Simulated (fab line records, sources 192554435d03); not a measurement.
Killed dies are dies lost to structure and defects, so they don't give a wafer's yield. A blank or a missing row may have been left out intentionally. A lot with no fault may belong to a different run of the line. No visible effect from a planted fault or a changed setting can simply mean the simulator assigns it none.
fab line records ; flow n5-finfet
[record] lots = 7; wafers = 39
route steps=1938 shown BEOL_M5@1116 BEOL_M14@1716 PAD_METAL@1896 PASSIVATION@1897
start-h: the number of hours between the record's first day and the start of the first shown wafer of the lot ; wait-h: hours since the lot's step before ; " identical to the entry in the row above ; L1.1+2: one row covering several wafers at once ; - either no value or no given start ; * or withheld: withheld ; < > ~ a bound
route shown NAME@n: names a module that has steps shown in the file, with the first one's number in the route ; usual: mean/standard deviation of fault-free wafers ; same: alike in all rows ; chamber/n: place in a boat ; sites: readings site by site ; _std_site: standard deviation of those values ; _edge_site: outer sites' mean less inner sites' ; radius-mm: how far each site lies from the wafer's centre ; mask NAME#n: copy n ; behind: the most recent tool/chamber to have shaped the wafer ; hold: reason for holding the lot/hours on hold/outcome of the hold ; device: which transistor (n, p or np) failed to switch ; end of line: the route-end tests of the same wafers ; a step given without rows: its recipe and nothing more ; killed: the dies lost at the first sort to structure and to defects; this is not the yield of the wafer ; map: the dies of a wafer, with x for killed, . for not killed, _ for no die there
set.NAME: the run value of the setting; set.NAME@STEP: its run value at that earlier step ; model.NAME: the simulator's own value behind a step, which no gauge read
one table per step and one row per wafer, for lots whose settings were changed on purpose
[[steps]]
[step N5_BEOL_M5_HM_DEP_02]
[recipe] material = TiN; target-thk-a = 200; temp-c = 25; chamber-pressure-pa = 0.49996
lot.wafer;tool;chamber;start-h;wait-h;set.target-thk-a;model.TiN_of_BEOL_M5_HM_DEP_02.thk-nm
L076.1+5;pvd-sputter-02;-;181.23;0.0;200;20
L076.2;pvd-sputter-02;-;181.23;0.0;200;20.2
L076.3+4+6;pvd-sputter-02;-;181.23;0.0;94.12;9.4
L081.1+4+5;pvd-sputter-01;-;211.50;0.2;139.7;14
L081.2+6;pvd-sputter-01;-;211.50;0.2;200;20
L081.3;pvd-sputter-01;-;211.50;0.2;200;19.8
L084.1+6;pvd-sputter-03;-;230.27;1.5;287.9;28.8
L084.2;pvd-sputter-03;-;230.27;1.5;200;19.8
L084.3;pvd-sputter-03;-;230.27;1.5;287.9;28.6
L084.4;pvd-sputter-03;-;230.27;1.5;200;20.2
L084.5;pvd-sputter-03;-;230.27;1.5;200;20
L085.1;pvd-sputter-02;-;239.73;1.2;200;19.6
L085.2;pvd-sputter-02;-;239.73;1.2;200;20
L085.3+4+5+6;pvd-sputter-02;-;239.73;1.2;200;19.8
L087.1;pvd-sputter-01;-;243.45;0.2;200;20
L087.4;pvd-sputter-01;-;243.45;0.2;200;19.8
L087.5;pvd-sputter-01;-;243.45;0.2;200;20.2
L089.1+5+6;pvd-sputter-02;-;258.26;0.6;120.7;12
L089.2;pvd-sputter-02;-;258.26;0.6;200;20
L089.3+4;pvd-sputter-02;-;258.26;0.6;200;19.8
L094.1+6;pvd-sputter-01;-;283.52;0.3;157.3;15.6
L094.2;pvd-sputter-01;-;283.52;0.3;200;19.6
L094.3+5;pvd-sputter-01;-;283.52;0.3;200;20.2
L094.4;pvd-sputter-01;-;283.52;0.3;157.3;15.8
[step N5_BEOL_M5_COAT_59]
[recipe] resist = SOC; temp-c = 250; time-s = 60; spin-rpm = 1500; resist-thk-nm = 60
[step N5_BEOL_M5_COAT_60]
[recipe] resist = SiARC; temp-c = 220; time-s = 60; spin-rpm = 1500; resist-thk-nm = 12
[step N5_BEOL_M5_STRIP_73]
[recipe] chemistry = N2/H2; temp-c = 40; n2-flow-sccm = 200; h2-flow-sccm = 200; rf-frequency-hz = 6e+07
[step N5_BEOL_M5_STRIP_64]
[recipe] chemistry = CF4; resist = SiARC; power-w = 300; bias-power-w = 75; pressure-mtorr = 50; cf4-flow-sccm = 150; rf-frequency-hz = 6e+07
[step N5_BEOL_M5_HM_OPEN_17]
[recipe] chemistry = Cl2/BCl3; target-depth-a = 200; overetch-a = 60; target = TiN; mask-material = SOC; ion-energy-ev = 150; pressure-mtorr = 10; icp-w = 1000; bias-w = 126; Cl2_flow_sccm = 53.25; bcl3-flow-sccm = 21.75; Ar_flow_sccm = 25
lot.wafer;tool;chamber;start-h;wait-h;set.target-thk-a@BEOL_M5_HM_DEP_02;model.etch.depth-nm
L076.1;rie-metal-03;0;182.00;0.0;200;19.98
L076.2;rie-metal-03;1;182.00;0.0;200;20.1
L076.3;rie-metal-03;0;182.00;0.0;94.12;9.42
L076.4;rie-metal-03;1;182.00;0.0;94.12;9.407
L076.5;rie-metal-03;1;182.00;0.0;200;19.99
L076.6;rie-metal-03;0;182.00;0.0;94.12;9.47
L081.1;rie-metal-03;0;212.39;0.0;139.7;14
L081.2;rie-metal-03;1;212.39;0.0;200;19.92
L081.3;rie-metal-03;0;212.39;0.0;200;19.89
L081.4;rie-metal-03;1;212.39;0.0;139.7;13.99
L081.5;rie-metal-03;1;212.39;0.0;139.7;13.98
L081.6;rie-metal-03;0;212.39;0.0;200;19.93
L084.1;rie-metal-03;0;231.15;0.0;287.9;26.13
L084.2;rie-metal-03;1;231.15;0.0;200;19.86
L084.3;rie-metal-03;0;231.15;0.0;287.9;26.12
L084.4;rie-metal-03;1;231.15;0.0;200;20.1
L084.5;rie-metal-03;0;231.15;0.0;200;20.08
L084.6;rie-metal-03;1;231.15;0.0;287.9;25.21
L085.1;rie-metal-01;1;240.61;0.0;200;19.63
L085.2;rie-metal-01;0;240.61;0.0;200;19.92
L085.3;rie-metal-01;1;240.61;0.0;200;19.82
L085.4;rie-metal-01;0;240.61;0.0;200;19.85
L085.5;rie-metal-01;1;240.61;0.0;200;19.76
L085.6;rie-metal-01;0;240.61;0.0;200;19.8
L087.1;rie-metal-02;0;244.78;0.0;200;19.95
L087.4;rie-metal-02;1;244.78;0.0;200;19.84
L087.5;rie-metal-02;0;244.78;0.0;200;20.16
L089.1;rie-metal-02;0;259.15;0.0;120.7;11.91
L089.2;rie-metal-02;1;259.15;0.0;200;19.93
L089.3;rie-metal-02;0;259.15;0.0;200;19.83
L089.4;rie-metal-02;1;259.15;0.0;200;19.9
L089.5;rie-metal-02;1;259.15;0.0;120.7;11.99
L089.6;rie-metal-02;0;259.15;0.0;120.7;11.95
L094.1;rie-metal-02;1;286.00;0.0;157.3;15.64
L094.2;rie-metal-02;0;286.00;0.0;200;19.66
L094.3;rie-metal-02;0;286.00;0.0;200;20.11
L094.4;rie-metal-02;1;286.00;0.0;157.3;15.82
L094.5;rie-metal-02;1;286.00;0.0;200;20.19
L094.6;rie-metal-02;0;286.00;0.0;157.3;15.68
[step N5_BEOL_M14_ILD_DEP_00]
[recipe] material = SiO2; target-thk-a = 11193; temp-c = 400; precursor = TEOS/O2; pressure-torr = 6.5; rf-w = 900; teos-flow-sccm = 161.4; gas = O2; flow-sccm = 2650; time-s = 237.4
lot.wafer;tool;chamber;start-h;wait-h;set.target-thk-a;model.SiO2_of_BEOL_M14_ILD_DEP_00.thk-nm
L076.1;pecvd-04;2;266.56;0.0;11193;1100
L076.2;pecvd-04;1;266.56;0.0;11193;1122
L076.3;pecvd-04;2;266.56;0.0;11193;1132
L076.4;pecvd-04;1;266.56;0.0;6004;607.8
L076.5;pecvd-04;1;266.56;0.0;6004;617.8
L076.6;pecvd-04;2;266.56;0.0;6004;599.4
L081.1;pecvd-03;2;283.03;0.0;16840;1682
L081.2;pecvd-03;1;283.03;0.0;16840;1680
L081.3;pecvd-03;0;283.03;0.0;16840;1663
L081.4;pecvd-03;2;283.03;0.0;11193;1144
L081.5;pecvd-03;1;283.03;0.0;11193;1131
L081.6;pecvd-03;0;283.03;0.0;11193;1123
L084.1;pecvd-04;1;304.45;0.0;11193;1124
L084.2;pecvd-04;2;304.45;0.0;17270;1704
L084.3;pecvd-04;1;304.45;0.0;17270;1757
L084.4;pecvd-04;2;304.45;0.0;17270;1742
L084.5;pecvd-04;1;304.45;0.0;11193;1142
L084.6;pecvd-04;2;304.45;0.0;11193;1121
L085.1;pecvd-03;2;310.61;0.0;11193;1096
L085.2;pecvd-03;1;310.61;0.0;11193;1097
L085.3;pecvd-03;0;310.61;0.0;14380;1425
L085.4;pecvd-03;1;310.61;0.0;14380;1449
L085.5;pecvd-03;0;310.61;0.0;14380;1446
L085.6;pecvd-03;2;310.61;0.0;11193;1119
L087.1;pecvd-02;1;316.92;0.0;11193;1100
L087.4;pecvd-02;1;316.92;0.0;11193;1108
L087.5;pecvd-02;0;316.92;0.0;11193;1113
L089.1;pecvd-02;2;328.98;0.0;15600;1536
L089.2;pecvd-02;0;328.98;0.0;11193;1085
L089.3;pecvd-02;1;328.98;0.0;11193;1084
L089.4;pecvd-02;1;328.98;0.0;15600;1549
L089.5;pecvd-02;0;328.98;0.0;15600;1557
L089.6;pecvd-02;2;328.98;0.0;11193;1098
L094.1;pecvd-02;2;360.63;0.0;16590;1653
L094.2;pecvd-02;1;360.63;0.0;11193;1118
L094.3;pecvd-02;0;360.63;0.0;16590;1652
L094.4;pecvd-02;0;360.63;0.0;16590;1673
L094.5;pecvd-02;2;360.63;0.0;11193;1129
L094.6;pecvd-02;1;360.63;0.0;11193;1146
[step N5_BEOL_M14_THK_MEAS_01]
[recipe] reads = SiO2_of_BEOL_M14_ILD_DEP_00
[usual] M14_ILD_THK = 1121/14
lot.wafer;tool;chamber;start-h;wait-h;set.target-thk-a@BEOL_M14_ILD_DEP_00;M14_ILD_THK[nm]
L076.1;film-metro-01;-;266.83;0.2;11193;1100
L076.2;film-metro-01;-;266.83;0.2;11193;1122
L076.3;film-metro-01;-;266.83;0.2;11193;1131
L076.4;film-metro-01;-;266.83;0.2;6004;608
L076.5;film-metro-01;-;266.83;0.2;6004;618
L076.6;film-metro-01;-;266.83;0.2;6004;599
L081.1;film-metro-01;-;283.22;0.1;16840;1681
L081.2;film-metro-01;-;283.22;0.1;16840;1680
L081.3;film-metro-01;-;283.22;0.1;16840;1664
L081.4;film-metro-01;-;283.22;0.1;11193;1145
L081.5;film-metro-01;-;283.22;0.1;11193;1132
L081.6;film-metro-01;-;283.22;0.1;11193;1124
L084.1;film-metro-02;-;304.72;0.2;11193;1124
L084.2;film-metro-02;-;304.72;0.2;17270;1703
L084.3;film-metro-02;-;304.72;0.2;17270;1758
L084.4;film-metro-02;-;304.72;0.2;17270;1743
L084.5;film-metro-02;-;304.72;0.2;11193;1142
L084.6;film-metro-02;-;304.72;0.2;11193;1121
L085.1;film-metro-02;-;310.80;0.1;11193;1096
L085.2;film-metro-02;-;310.80;0.1;11193;1097
L085.3;film-metro-02;-;310.80;0.1;14380;1426
L085.4;film-metro-02;-;310.80;0.1;14380;1448
L085.5;film-metro-02;-;310.80;0.1;14380;1446
L085.6;film-metro-02;-;310.80;0.1;11193;1119
L087.1;film-metro-02;-;317.11;0.1;11193;1101
L087.4;film-metro-02;-;317.11;0.1;11193;1108
L087.5;film-metro-02;-;317.11;0.1;11193;1113
L089.1;film-metro-01;-;329.17;0.1;15600;1537
L089.2;film-metro-01;-;329.17;0.1;11193;1085
L089.3;film-metro-01;-;329.17;0.1;11193;1083
L089.4;film-metro-01;-;329.17;0.1;15600;1549
L089.5;film-metro-01;-;329.17;0.1;15600;1558
L089.6;film-metro-01;-;329.17;0.1;11193;1098
L094.1;film-metro-01;-;360.82;0.1;16590;1653
L094.2;film-metro-01;-;360.82;0.1;11193;1118
L094.3;film-metro-01;-;360.82;0.1;16590;1652
L094.4;film-metro-01;-;360.82;0.1;16590;1674
L094.5;film-metro-01;-;360.82;0.1;11193;1129
L094.6;film-metro-01;-;360.82;0.1;11193;1148
[step N5_BEOL_M14_COAT_58]
[recipe] resist = BARC; temp-c = 205; time-s = 60; spin-rpm = 1500; resist-thk-nm = 89
[step N5_BEOL_M14_COAT_04]
[recipe] spin-rpm = 1704; resist-thk-nm = 800
[step N5_BEOL_M14_DESCUM_15]
[recipe] chemistry = O2; time-s = 7.9; source-power-w = 50; bias-power-w = 20; pressure-mtorr = 20; rf-frequency-hz = 2.712e+07; temp-c = 40; o2-flow-sccm = 225
[step N5_BEOL_M14_ETCH_59]
[recipe] chemistry = N2/H2; target = BARC; target-depth-a = 890; overetch-a = 267; time-s = 67.9; ion-energy-ev = 200; pressure-mtorr = 30; source-w = 840; bias-w = 150; n2-flow-sccm = 200; h2-flow-sccm = 200
[step N5_BEOL_M14_VIA_ETCH_16]
[recipe] chemistry = C4F8/O2/Ar; target = SiO2; he-inner-torr = 15; he-outer-torr = 30; target-depth-a = 12313; time-s = withheld; ion-energy-ev = 800; pressure-mtorr = 20; source-w = 1905; bias-w = 2040; Ar_flow_sccm = 400; C4F8_flow_sccm = 16; O2_flow_sccm = 12; ends = cleared
lot.wafer;tool;chamber;start-h;wait-h;set.target-thk-a@BEOL_M14_ILD_DEP_00;model.etch.depth-nm;model.coat_of_BEOL_M14_COAT_04.thk-nm
L076.1;rie-diel-01;0;267.54;0.0;11193;1100;458
L076.2;rie-diel-01;3;267.54;0.0;11193;1122;453.2
L076.3;rie-diel-01;2;267.54;0.0;11193;1132;450
L076.4;rie-diel-01;3;267.54;0.0;6004;607.9;574
L076.5;rie-diel-01;0;267.54;0.0;6004;617.8;575.8
L076.6;rie-diel-01;2;267.54;0.0;6004;599.4;575.6
L081.1;rie-diel-06;0;283.70;0.0;16840;1682;319
L081.2;rie-diel-06;2;283.70;0.0;16840;1680;324
L081.3;rie-diel-06;1;283.70;0.0;16840;1663;324.6
L081.4;rie-diel-06;3;283.70;0.0;11193;1144;445.6
L081.5;rie-diel-06;2;283.70;0.0;11193;1131;452.6
L081.6;rie-diel-06;3;283.70;0.0;11193;1123;449.4
L084.1;rie-diel-06;1;305.51;0.0;11193;1124;450.8
L084.2;rie-diel-06;0;305.51;0.0;17270;1704;313.2
L084.3;rie-diel-06;3;305.51;0.0;17270;1757;298
L084.4;rie-diel-06;0;305.51;0.0;17270;1742;305.6
L084.5;rie-diel-06;1;305.51;0.0;11193;1142;446.2
L084.6;rie-diel-06;3;305.51;0.0;11193;1121;448.6
L085.1;rie-diel-05;1;311.47;0.0;11193;1096;460.4
L085.2;rie-diel-05;0;311.47;0.0;11193;1097;462.6
L085.3;rie-diel-05;3;311.47;0.0;14380;1425;379.6
L085.4;rie-diel-05;2;311.47;0.0;14380;1449;373
L085.5;rie-diel-05;2;311.47;0.0;14380;1446;373.6
L085.6;rie-diel-05;1;311.47;0.0;11193;1119;451.8
L087.1;rie-diel-05;1;317.68;0.0;11193;1100;460
L087.4;rie-diel-05;0;317.68;0.0;11193;1108;461.4
L087.5;rie-diel-05;2;317.68;0.0;11193;1113;454
L089.1;rie-diel-01;3;329.71;0.0;15600;1536;359.2
L089.2;rie-diel-01;0;329.71;0.0;11193;1085;461.4
L089.3;rie-diel-01;1;329.71;0.0;11193;1084;459.8
L089.4;rie-diel-01;2;329.71;0.0;15600;1549;351.4
L089.5;rie-diel-01;2;329.71;0.0;15600;1557;345.6
L089.6;rie-diel-01;1;329.71;0.0;11193;1098;459.4
L094.1;rie-diel-06;1;361.30;0.0;16590;1653;325.6
L094.2;rie-diel-06;0;361.30;0.0;11193;1118;453.8
L094.3;rie-diel-06;3;361.30;0.0;16590;1652;324
L094.4;rie-diel-06;2;361.30;0.0;16590;1673;319
L094.5;rie-diel-06;3;361.30;0.0;11193;1129;447.6
L094.6;rie-diel-06;0;361.30;0.0;11193;1146;443
[step N5_BEOL_M14_STRIP_63]
[recipe] chemistry = O2; power-w = 600; temp-c = 60; pressure-mtorr = 30; rf-frequency-hz = 6e+07; bias-power-w = 0; overash-fraction = 0.3; o2-flow-sccm = 225
[step N5_BEOL_M14_STRIP_64]
[recipe] chemistry = O2; power-w = 600; temp-c = 60; pressure-mtorr = 30; rf-frequency-hz = 6e+07; bias-power-w = 0; overash-fraction = 0.3; o2-flow-sccm = 225
[step N5_BEOL_M14_STRIP_71]
[recipe] chemistry = post-etch-residue-remover; time-s = 60; temp-c = 25; remover-ph = withheld; remover-water-wt-pct = withheld; remover-fluoride-wt-pct = withheld
[step N5_BEOL_M14_SRD_72]
[recipe] time-s = 30; temp-c = 23; rinse-liquid = diw; dry = n2-spin; spin-rpm = 1500; dry-time-s = 30
[step N5_BEOL_M14_CD_MEAS_17]
[recipe] target-cd-nm = 250; polarity = opening
[usual] cd-nm = 251.0/1.9
lot.wafer;tool;chamber;start-h;wait-h;set.target-thk-a@BEOL_M14_ILD_DEP_00;cd-nm
L076.1;cd-sem-03;-;267.89;0.0;11193;254.3
L076.2;cd-sem-03;-;267.89;0.0;11193;250.7
L076.3;cd-sem-03;-;267.89;0.0;11193;250.4
L076.4;cd-sem-03;-;267.89;0.0;6004;244.6
L076.5;cd-sem-03;-;267.89;0.0;6004;246.3
L076.6;cd-sem-03;-;267.89;0.0;6004;244.3
L081.1;cd-sem-03;-;284.05;0.0;16840;258.0
L081.2;cd-sem-03;-;284.05;0.0;16840;257.8
L081.3;cd-sem-03;-;284.05;0.0;16840;257.8
L081.4;cd-sem-03;-;284.05;0.0;11193;249.3
L081.5;cd-sem-03;-;284.05;0.0;11193;249.6
L081.6;cd-sem-03;-;284.05;0.0;11193;251.5
L084.1;cd-sem-02;-;305.86;0.0;11193;253.6
L084.2;cd-sem-02;-;305.86;0.0;17270;257.1
L084.3;cd-sem-02;-;305.86;0.0;17270;256.2
L084.4;cd-sem-02;-;305.86;0.0;17270;258.8
L084.5;cd-sem-02;-;305.86;0.0;11193;250.2
L084.6;cd-sem-02;-;305.86;0.0;11193;250.0
L085.1;cd-sem-01;-;311.82;0.0;11193;249.7
L085.2;cd-sem-01;-;311.82;0.0;11193;249.5
L085.3;cd-sem-01;-;311.82;0.0;14380;253.4
L085.4;cd-sem-01;-;311.82;0.0;14380;257.2
L085.5;cd-sem-01;-;311.82;0.0;14380;254.6
L085.6;cd-sem-01;-;311.82;0.0;11193;252.7
L087.1;cd-sem-03;-;318.04;0.0;11193;254.7
L087.4;cd-sem-03;-;318.04;0.0;11193;252.9
L087.5;cd-sem-03;-;318.04;0.0;11193;254.1
L089.1;cd-sem-02;-;330.06;0.0;15600;255.3
L089.2;cd-sem-02;-;330.06;0.0;11193;253.6
L089.3;cd-sem-02;-;330.06;0.0;11193;252.7
L089.4;cd-sem-02;-;330.06;0.0;15600;252.7
L089.5;cd-sem-02;-;330.06;0.0;15600;254.7
L089.6;cd-sem-02;-;330.06;0.0;11193;250.0
L094.1;cd-sem-03;-;361.66;0.0;16590;255.2
L094.2;cd-sem-03;-;361.66;0.0;11193;251.0
L094.3;cd-sem-03;-;361.66;0.0;16590;255.0
L094.4;cd-sem-03;-;361.66;0.0;16590;257.2
L094.5;cd-sem-03;-;361.66;0.0;11193;252.5
L094.6;cd-sem-03;-;361.66;0.0;11193;250.9
[step N5_PASSIVATION_AL_DEP_21]
[recipe] material = Al; target-thk-a = 28000; temp-c = 400; time-s = 170; power-w = 30000; chamber-pressure-pa = 0.4; gas = Ar
lot.wafer;tool;chamber;start-h;wait-h;set.time-s;model.Al_of_PASSIVATION_AL_DEP_21.thk-nm
L076.1;pvd-sputter-01;-;294.09;0.1;170;2781
L076.2+5;pvd-sputter-01;-;294.09;0.1;170;2754
L076.3;pvd-sputter-01;-;294.09;0.1;170;2789
L076.4;pvd-sputter-01;-;294.09;0.1;170;2785
L076.6;pvd-sputter-01;-;294.09;0.1;170;2762
L081.1;pvd-sputter-01;-;300.26;0.1;170;2863
L081.2;pvd-sputter-01;-;300.26;0.1;170;2861
L081.3;pvd-sputter-01;-;300.26;0.1;170;2839
L081.4;pvd-sputter-01;-;300.26;0.1;170;2838
L081.5;pvd-sputter-01;-;300.26;0.1;170;2859
L081.6;pvd-sputter-01;-;300.26;0.1;170;2860
L084.1;pvd-sputter-01;-;327.43;0.1;200.1;3313
L084.2;pvd-sputter-01;-;327.43;0.1;200.1;3298
L084.3;pvd-sputter-01;-;327.43;0.1;170;2830
L084.4;pvd-sputter-01;-;327.43;0.1;200.1;3336
L084.5;pvd-sputter-01;-;327.43;0.1;170;2821
L084.6;pvd-sputter-01;-;327.43;0.1;170;2810
L085.1;pvd-sputter-01;-;332.07;0.1;170;2842
L085.2;pvd-sputter-01;-;332.07;0.1;170;2847
L085.3;pvd-sputter-01;-;332.07;0.1;170;2812
L085.4;pvd-sputter-01;-;332.07;0.1;170;2825
L085.5;pvd-sputter-01;-;332.07;0.1;170;2844
L085.6;pvd-sputter-01;-;332.07;0.1;170;2811
L087.1;pvd-sputter-02;-;344.94;0.1;170;2779
L087.4;pvd-sputter-02;-;344.94;0.1;170;2783
L087.5;pvd-sputter-02;-;344.94;0.1;170;2787
L089.1;pvd-sputter-01;-;349.88;0.1;170;2803
L089.2;pvd-sputter-01;-;349.88;0.1;170;2823
L089.3;pvd-sputter-01;-;349.88;0.1;170;2808
L089.4;pvd-sputter-01;-;349.88;0.1;170;2802
L089.5;pvd-sputter-01;-;349.88;0.1;170;2804
L089.6;pvd-sputter-01;-;349.88;0.1;170;2807
L094.1;pvd-sputter-01;-;380.72;0.1;83.67;1428
L094.2;pvd-sputter-01;-;380.72;0.1;83.67;1447
L094.3;pvd-sputter-01;-;380.72;0.1;170;2875
L094.4;pvd-sputter-01;-;380.72;0.1;170;2864
L094.5;pvd-sputter-01;-;380.72;0.1;83.67;1435
L094.6;pvd-sputter-01;-;380.72;0.1;170;2867
[step N5_PASSIVATION_HMDS_23]
[recipe] time-s = 60; temp-c = 120
[step N5_PASSIVATION_COAT_24]
[recipe] spin-rpm = 3000; resist-thk-nm = withheld
[step N5_PASSIVATION_DESCUM_32]
[recipe] chemistry = O2; time-s = 7.9; source-power-w = 50; bias-power-w = 20; pressure-mtorr = 20; rf-frequency-hz = 2.712e+07; temp-c = 40; o2-flow-sccm = 225
[step N5_PASSIVATION_AL_ETCH_33]
[recipe] chemistry = Cl2/BCl3; target-depth-a = 28000; over-etch-frac = 0.15; Cl2_flow_sccm = 180; bcl3-flow-sccm = 60; target = Al; stop-on = TaN; time-s = 466.7; ion-energy-ev = 100; pressure-mtorr = 10; icp-w = 900; bias-w = 100
[usual] oes-product-au = 0.72/0.083
lot.wafer;tool;chamber;start-h;wait-h;set.time-s@PASSIVATION_AL_DEP_21;oes-product-au
L076.1;rie-metal-02;0;294.74;0.1;170;0.71
L076.2;rie-metal-02;1;294.74;0.1;170;0.78
L076.3;rie-metal-02;0;294.74;0.1;170;0.70
L076.4;rie-metal-02;1;294.74;0.1;170;0.78
L076.5;rie-metal-02;0;294.74;0.1;170;0.69
L076.6;rie-metal-02;1;294.74;0.1;170;0.78
L081.1;rie-metal-02;0;300.90;0.1;170;0.72
L081.2;rie-metal-02;1;300.90;0.1;170;0.79
L081.3;rie-metal-02;1;300.90;0.1;170;0.79
L081.4;rie-metal-02;0;300.90;0.1;170;0.71
L081.5;rie-metal-02;0;300.90;0.1;170;0.72
L081.6;rie-metal-02;1;300.90;0.1;170;0.79
L084.1;rie-metal-02;1;328.20;0.1;200.1;0.86
L084.2;rie-metal-02;0;328.20;0.1;200.1;0.78
L084.3;rie-metal-02;1;328.20;0.1;170;0.78
L084.4;rie-metal-02;0;328.20;0.1;200.1;0.78
L084.5;rie-metal-02;0;328.20;0.1;170;0.70
L084.6;rie-metal-02;1;328.20;0.1;170;0.77
L085.1;rie-metal-01;0;332.72;0.1;170;0.77
L085.2;rie-metal-01;0;332.72;0.1;170;0.76
L085.3;rie-metal-01;0;332.72;0.1;170;0.74
L085.4;rie-metal-01;0;332.72;0.1;170;0.75
L085.5;rie-metal-01;0;332.72;0.1;170;0.76
L085.6;rie-metal-01;0;332.72;0.1;170;0.76
L087.1;rie-metal-02;0;345.58;0.1;170;0.68
L087.4;rie-metal-02;1;345.58;0.1;170;0.76
L087.5;rie-metal-02;0;345.58;0.1;170;0.68
L089.1;rie-metal-03;1;350.65;0.1;170;0.68
L089.2;rie-metal-03;1;350.65;0.1;170;0.68
L089.3;rie-metal-03;1;350.65;0.1;170;0.67
L089.4;rie-metal-03;1;350.65;0.1;170;0.67
L089.5;rie-metal-03;1;350.65;0.1;170;0.67
L089.6;rie-metal-03;1;350.65;0.1;170;0.68
L094.1;rie-metal-01;0;381.49;0.1;83.67;0.48
L094.2;rie-metal-01;1;381.49;0.1;83.67;0.56
L094.3;rie-metal-01;1;381.49;0.1;170;0.86
L094.4;rie-metal-01;0;381.49;0.1;170;0.74
L094.5;rie-metal-01;0;381.49;0.1;83.67;0.49
L094.6;rie-metal-01;1;381.49;0.1;170;0.85
[[key]]
[split] step = N5_BEOL_M5_HM_DEP_02; setting = target-thk-a; stated = 200; by = wafer
[response] step = N5_BEOL_M5_HM_DEP_02; reading = model.TiN_of_BEOL_M5_HM_DEP_02.thk-nm; change = +0.2; per = 1%; r = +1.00
[response] step = N5_BEOL_M5_HM_OPEN_17; reading = model.etch.depth-nm; change = +0.183; per = 1%; r = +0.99
[split] step = N5_BEOL_M14_ILD_DEP_00; setting = target-thk-a; stated = 11193; by = wafer
[response] step = N5_BEOL_M14_ILD_DEP_00; reading = model.SiO2_of_BEOL_M14_ILD_DEP_00.thk-nm; change = +11.1; per = 1%; r = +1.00
[response] step = N5_BEOL_M14_THK_MEAS_01; reading = M14_ILD_THK; change = +11.1; per = 1%; r = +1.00
[response] step = N5_BEOL_M14_VIA_ETCH_16; reading = model.etch.depth-nm; change = +11.1; per = 1%; r = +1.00
[response] step = N5_BEOL_M14_VIA_ETCH_16; reading = model.coat_of_BEOL_M14_COAT_04.thk-nm; change = -2.63; per = 1%; r = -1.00
[response] step = N5_BEOL_M14_CD_MEAS_17; reading = cd-nm; change = +0.118; per = 1%; r = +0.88
[split] step = N5_PASSIVATION_AL_DEP_21; setting = time-s; stated = 170; by = wafer
[response] step = N5_PASSIVATION_AL_DEP_21; reading = model.Al_of_PASSIVATION_AL_DEP_21.thk-nm; change = +28.2; per = 1%; r = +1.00
[response] step = N5_PASSIVATION_AL_ETCH_33; reading = oes-product-au; change = +0.00573; per = 1%; r = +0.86
